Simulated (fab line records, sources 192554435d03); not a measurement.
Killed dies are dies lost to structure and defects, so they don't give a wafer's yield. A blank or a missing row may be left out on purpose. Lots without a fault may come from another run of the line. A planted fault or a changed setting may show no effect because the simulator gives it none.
Which tool did it? | flow n5_finfet | 10 lots, 27 wafers sampled, at 3 steps of a route of 1938

WHAT THE GAUGES READ, wafer by wafer
N5_STI_FIN_REVEAL_CD_MEAS_22: target cd 6.238 nm, pitch 28 nm.
lot  | measured    | on        | cd_nm (nm)
L614 | day 2 19:25 | cd_sem-02 | 6.47 6.24 6.07
L615 | day 3 01:29 | cd_sem-03 | 5.84 6.24 6.15
L624 | day 5 08:32 | cd_sem-03 | 6.22 6.74 6.57
L627 | day 6 00:18 | cd_sem-01 | 6.54 6.36 6.39
L628 | day 6 06:55 | cd_sem-01 | 6.50 6.52 6.32
L629 | day 6 13:02 | cd_sem-01 | 6.38 6.20
L631 | day 7 05:02 | cd_sem-01 | 6.94 6.56 5.84
L632 | day 7 10:44 | cd_sem-01 | 6.51 6.38
L633 | day 7 15:34 | cd_sem-01 | 6.18 6.35 6.49
L635 | day 8 02:10 | cd_sem-02 | 6.20 5.99

WHICH TOOL RAN EACH LOT (tool, then ch and the chambers of the sampled wafers, then the start)
lot  | N5_FIN_CUT_CUT_ETCH_15          | N5_STI_FIN_REVEAL_STRIP_24
L614 | rie_si-04 ch 0,2,3, day 2 10:22 | rie_diel-06 ch 1,2,3, day 2 16:27
L615 | rie_si-04 ch 0,2,3, day 2 15:51 | rie_diel-01 ch 0,2,3, day 2 22:18
L624 | rie_si-02 ch 1,3, day 4 23:17   | rie_diel-01 ch 1, day 5 05:33
L627 | rie_si-01 ch 1,2,3, day 5 15:26 | rie_diel-06 ch 0,1,2, day 5 21:25
L628 | rie_si-04 ch 0,3, day 5 21:58   | rie_diel-01 ch 1,2, day 6 03:59
L629 | rie_si-04 ch 1,3, day 6 04:08   | rie_diel-01 ch 0,3, day 6 10:08
L631 | rie_si-04 ch 0,1, day 6 19:59   | rie_diel-05 ch 0,2, day 7 02:08
L632 | rie_si-01 ch 2,3, day 7 01:37   | rie_diel-01 ch 0,1, day 7 07:50
L633 | rie_si-04 ch 2,3, day 7 06:35   | rie_diel-01 ch 1,2, day 7 12:40
L635 | rie_si-04 ch 2,3, day 7 16:57   | rie_diel-05 ch 0,2, day 7 23:17
- N5_FIN_CUT_CUT_ETCH_15: etches Si in HBr/Cl2/O2, target depth 100 nm, bt time 10 s, time 42.4 s.
- N5_STI_FIN_REVEAL_STRIP_24: strips in N2/H2, time 90 s.

WHAT THE TOOLS THEMSELVES READ (means of the sampled wafers that have a number; where no wafer has one, the mark that the record gives instead)
N5_FIN_CUT_CUT_ETCH_15.
lot  | tool      | chamber_pressure_mTorr (mTorr) | drypump_motor_current_A (A) | oes_o_777_au (a.u.) | oes_product_au (a.u.) | throttle_valve_pct (%)
L614 | rie_si-04 | 9.994                          | 5.9                         | 1.01                | 0.981                 | 37.1
L615 | rie_si-04 | 9.996                          | 5.9                         | 1.01                | 0.980                 | 37.1
L624 | rie_si-02 | 9.995                          | 6.1                         | 1.05                | 0.996                 | 36.7
L627 | rie_si-01 | 10.001                         | 6.0                         | 0.96                | 0.988                 | 37.4
L628 | rie_si-04 | 9.996                          | 5.9                         | 1.02                | 0.984                 | 36.8
L629 | rie_si-04 | 9.995                          | 6.2                         | 1.00                | 0.994                 | 36.9
L631 | rie_si-04 | 10.004                         | 6.3                         | 0.94                | 0.989                 | 37.1
L632 | rie_si-01 | 10.004                         | 6.3                         | 1.00                | 1.004                 | 37.4
L633 | rie_si-04 | 10.009                         | 5.9                         | 1.04                | 0.982                 | 36.9
L635 | rie_si-04 | 10.009                         | 5.9                         | 1.04                | 0.986                 | 37.0

N5_STI_FIN_REVEAL_STRIP_24.
lot  | tool        | bias_power_w (W) | chamber_pressure_mTorr (mTorr) | drypump_motor_current_A (A) | h2_flow_sccm (sccm) | oes_product_au (a.u.) | rf_vpp_V (V) | showerhead_plenum_p_Torr (Torr) | throttle_valve_pct (%)
L614 | rie_diel-06 | 3.002            | 100.04                         | 5.5                         | 300.0               | 0.81                  | 44.7         | 3.43                            | 12.19
L615 | rie_diel-01 | 3.005            | 100.00                         | 5.3                         | 300.3               | 0.79                  | 45.3         | 3.47                            | 12.20
L624 | rie_diel-01 | 2.996            | 99.95                          | 6.1                         | 298.9               | 0.89                  | 45.1         | 3.40                            | 11.98
L627 | rie_diel-06 | 2.993            | 100.07                         | 5.6                         | 299.6               | 0.79                  | 45.6         | 3.39                            | 12.24
L628 | rie_diel-01 | 2.995            | 99.99                          | 5.3                         | 300.0               | 0.94                  | 45.5         | 3.44                            | 11.89
L629 | rie_diel-01 | 2.994            | 100.07                         | 5.5                         | 301.9               | 0.80                  | 46.7         | 3.45                            | 12.17
L631 | rie_diel-05 | 2.995            | 100.04                         | 5.8                         | 299.3               | 0.86                  | 44.8         | 3.35                            | 12.02
L632 | rie_diel-01 | 3.003            | 99.94                          | 5.8                         | 299.2               | 0.86                  | 44.5         | 3.40                            | 11.99
L633 | rie_diel-01 | 3.004            | 100.02                         | 5.7                         | 300.2               | 0.88                  | 45.6         | 3.41                            | 11.99
L635 | rie_diel-05 | 3.000            | 100.00                         | 5.8                         | 300.5               | 0.84                  | 45.2         | 3.36                            | 12.02

THE ANSWER, worked out from the rows above alone
Rule: what is usual is taken from the lots themselves. Put in order of their means at a reading, lots are off if they are a third of the lots or fewer, leave a main group of 4 or more, and stand apart from it by a gap of 3 or more times the standard deviation of the main group's means; of several such gaps the widest counts. A main group whose means are all the same, to the digits that the tables above print for the reading, isn't used. A lot without any number at a reading at which 4 lots or more have one is off too. The other lots that the step has rows for count as sound. The gauges are gone through in route order, then the tools' own readings, and for those a lot's mean is taken as printed above. The first step at which some lot is off is used, and at that step the reading that is off furthest; a lot without a number counts as furthest.
No lot is off at any reading shown: from this, nothing can be told.

WHAT THE SIMULATOR HAD PUT IN
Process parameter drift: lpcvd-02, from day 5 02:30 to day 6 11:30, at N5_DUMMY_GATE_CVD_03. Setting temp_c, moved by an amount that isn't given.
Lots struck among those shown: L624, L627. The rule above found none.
